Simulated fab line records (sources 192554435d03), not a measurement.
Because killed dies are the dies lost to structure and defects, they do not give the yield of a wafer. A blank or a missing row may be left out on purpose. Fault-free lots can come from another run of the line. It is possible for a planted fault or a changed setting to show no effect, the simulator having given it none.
What tool caused it?	flow n5-finfet	Sampling: 11 lots, 33 wafers, 3 of 1938 route steps

WHAT EACH GAUGE READ, for each wafer
N5_BEOL_M12_THK_MEAS_01. Usual: M12_ILD_THK typically reads 662 nm, with standard deviation 9.3.
lot	measured	on	M12_ILD_THK (nm)	flag
L946	day 11 15:11	film-metro-02	655 665 660	
L945	day 11 23:24	film-metro-01	654 670 673	
L948	day 12 16:33	film-metro-02	670 669 662	
L951	day 12 21:20	film-metro-01	661 660 676	
L944	day 12 21:57	film-metro-01	644 661 660	
L952	day 12 23:17	film-metro-02	653 663 671	
L953	day 13 14:50	film-metro-01	645 651 666	
L959	day 15 12:26	film-metro-02	660 656 668	
L960	day 15 23:24	film-metro-01	657 667 669	
L964	day 17 03:05	film-metro-01	655 654 674	
L967	day 17 10:28	film-metro-02	647 671 660	

WHICH TOOL RAN EACH LOT (tool, then ch and the chambers of the sampled wafers, then the start)
lot	N5_BEOL_M11_SURFACE_TREAT_76	N5_BEOL_M12_ILD_DEP_00
L946	pvd-sputter-03, day 11 13:42	pecvd-01 ch 0,1, day 11 15:01
L945	pvd-sputter-03, day 11 21:56	pecvd-01 ch 0,1,2, day 11 23:16
L948	pvd-sputter-02, day 12 14:08	pecvd-02 ch 1,2, day 12 16:25
L951	pvd-sputter-03, day 12 18:33	pecvd-03 ch 0,2, day 12 21:13
L944	pvd-sputter-03, day 12 18:48	pecvd-03 ch 1,2, day 12 21:49
L952	pvd-sputter-03, day 12 21:45	pecvd-03 ch 0,2, day 12 22:58
L953	pvd-sputter-02, day 13 13:07	pecvd-03 ch 0,1, day 13 14:42
L959	pvd-sputter-03, day 15 10:55	pecvd-01 ch 1,2, day 15 12:19
L960	pvd-sputter-03, day 15 21:01	pecvd-01 ch 0,2, day 15 23:16
L964	pvd-sputter-01, day 17 01:44	pecvd-01 ch 0,2, day 17 02:57
L967	pvd-sputter-01, day 17 08:41	pecvd-03 ch 1,2, day 17 10:20
- N5_BEOL_M11_SURFACE_TREAT_76
- N5_BEOL_M12_ILD_DEP_00: deposits SiOC from DEMS/O2, target thk 658.92 nm, time 130.7 s.

WHAT THE TOOLS THEMSELVES READ (means of the sampled wafers that have a number; where no wafer has one, the mark that the record gives instead)
N5_BEOL_M12_ILD_DEP_00. Usual: heater-power-w 491 W, standard deviation 76; showerhead-plenum-p-Torr 5.694 Torr, standard deviation 0.011; throttle-valve-pct 11.8 %, standard deviation 0.39.
lot	tool	heater-power-w (W)	showerhead-plenum-p-Torr (Torr)	throttle-valve-pct (%)	flag
L946	pecvd-01	544	5.699	12.2	
L945	pecvd-01	506	5.697	12.2	
L948	pecvd-02	516	5.700	11.8	
L951	pecvd-03	411	5.694	11.2	
L944	pecvd-03	523	5.692	11.6	
L952	pecvd-03	426	5.694	11.4	
L953	pecvd-03	488	5.690	11.5	
L959	pecvd-01	481	5.685	12.2	
L960	pecvd-01	522	5.701	12.1	
L964	pecvd-01	561	5.706	12.1	
L967	pecvd-03	515	5.698	11.6	

THE ANSWER, worked out from the rows above alone
Rule: a lot counts as off when the mean over its wafers that have a number is more than 3 standard deviations away from the usual mean. A lot without any number at a reading at which 4 lots or more have one is off too. Where the step has rows for the other lots, those lots are counted as sound. First the gauges in route order, then the tools' own readings, where a lot's mean is used as printed above. The first step at which some lot is off is used, and at that step the reading that is off furthest; a lot without a number counts as furthest.
Across all readings shown, no lot is off: no conclusion can be drawn from this.

WHAT HAD BEEN PUT IN BY THE SIMULATOR
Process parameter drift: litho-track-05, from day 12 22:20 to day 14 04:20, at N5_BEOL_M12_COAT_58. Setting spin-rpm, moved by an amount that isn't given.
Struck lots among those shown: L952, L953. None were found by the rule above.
